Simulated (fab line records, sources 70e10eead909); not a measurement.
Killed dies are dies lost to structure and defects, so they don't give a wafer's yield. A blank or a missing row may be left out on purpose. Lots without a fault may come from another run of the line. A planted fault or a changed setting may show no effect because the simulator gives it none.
Chamber matching | flow nand_harc | NHARC_A_STAIRCASE_TRIM_196 on rie_diel-02: 4 sister chambers
The step chemistry O2, time 211.2 s. 27 wafers are shown with their chamber, then 12 later ones without.

WAFERS WITH THEIR CHAMBER
wafer  | chamber | showerhead_plenum_p_Torr (Torr) | drypump_motor_current_A (A) | oes_product_au (a.u.)
L074.3 | 0       | 3.44                            | 6.1                         | 0.998
L074.4 | 1       | 3.54                            | 6.3                         | 0.998
L074.5 | 1       | 3.54                            | 6.2                         | 1.012
L076.1 | 0       | 3.44                            | 6.2                         | 0.990
L076.2 | 3       | 3.78                            | 5.5                         | 0.997
L076.5 | 1       | 3.54                            | 6.3                         | 1.007
L080.1 | 3       | 3.77                            | 5.5                         | 0.985
L080.2 | 2       | 3.34                            | 6.1                         | 1.010
L080.4 | 0       | 3.43                            | 6.1                         | 0.991
L081.2 | 2       | 3.33                            | 6.1                         | 0.999
L081.3 | 3       | 3.77                            | 5.5                         | 0.995
L081.6 | 2       | 3.33                            | 6.1                         | 0.994
L082.2 | 2       | 3.33                            | 6.1                         | 0.999
L082.3 | 1       | 3.53                            | 6.2                         | 1.016
L082.5 | 1       | 3.53                            | 6.2                         | 1.008
L084.2 | 0       | 3.43                            | 6.1                         | 1.017
L084.3 | 3       | 3.76                            | 5.5                         | 0.985
L084.5 | 2       | 3.33                            | 6.1                         | 1.003
L085.2 | 2       | 3.33                            | 6.1                         | 1.011
L085.5 | 0       | 3.42                            | 6.2                         | 1.013
L085.6 | 1       | 3.53                            | 6.3                         | 1.021
L086.1 | 1       | 3.53                            | 6.2                         | 1.013
L086.2 | 2       | 3.33                            | 6.1                         | 1.007
L086.6 | 1       | 3.53                            | 6.3                         | 1.020
L089.4 | 2       | 3.32                            | 6.1                         | 1.003
L089.5 | 0       | 3.42                            | 6.1                         | 0.993
L089.6 | 3       | 3.76                            | 5.6                         | 0.981

SIGNATURES (means of the wafers above)
reading                  | chamber 0 | chamber 1 | chamber 2 | chamber 3 | scatter within a chamber
showerhead_plenum_p_Torr | 3.4300    | 3.5337    | 3.3300    | 3.7680    | 0.00681
drypump_motor_current_A  | 6.133     | 6.250     | 6.100     | 5.520     | 0.0424
oes_product_au           | 1.00033   | 1.01187   | 1.00325   | 0.98860   | 0.00815
Rule: a wafer's distance from a chamber is the root of the sum, over the readings, of the square of ((its reading less the chamber's mean) divided by the reading's scatter). The wafer belongs to the nearest chamber; if the next one is less than 2 further off, it can't be placed. The scatter: the root of (the sum of the squares of (reading less its chamber's mean) over the shown wafers, divided by (wafers less chambers)).

WAFERS WITHOUT THEIR CHAMBER
wafer  | showerhead_plenum_p_Torr (Torr) | drypump_motor_current_A (A) | oes_product_au (a.u.)
L088.2 | 3.42                            | 6.1                         | 1.018
L088.3 | 3.32                            | 6.1                         | 1.007
L088.6 | 3.76                            | 5.6                         | 0.983
L091.1 | 3.52                            | 6.2                         | 1.016
L091.5 | 3.32                            | 6.1                         | 1.011
L091.6 | 3.76                            | 5.5                         | 0.994
L093.1 | 3.32                            | 6.1                         | 1.003
L093.2 | 3.41                            | 6.1                         | 1.019
L093.5 | 3.41                            | 6.1                         | 1.019
L096.2 | 3.75                            | 5.5                         | 1.005
L096.4 | 3.31                            | 6.1                         | 1.034
L096.6 | 3.51                            | 6.3                         | 1.006

WHICH CHAMBER EACH WENT THROUGH
wafer  | from the rows above | in truth
L088.2 | 0                   | 0
L088.3 | 2                   | 2
L088.6 | 3                   | 3
L091.1 | 1                   | 1
L091.5 | 2                   | 2
L091.6 | 3                   | 3
L093.1 | 2                   | 2
L093.2 | 0                   | 0
L093.5 | 0                   | 0
L096.2 | 3                   | 3
L096.4 | 2                   | 2
L096.6 | 1                   | 1
Placed correctly: 12 of 12. Can't be placed from these rows: 0. Placed wrongly: 0.
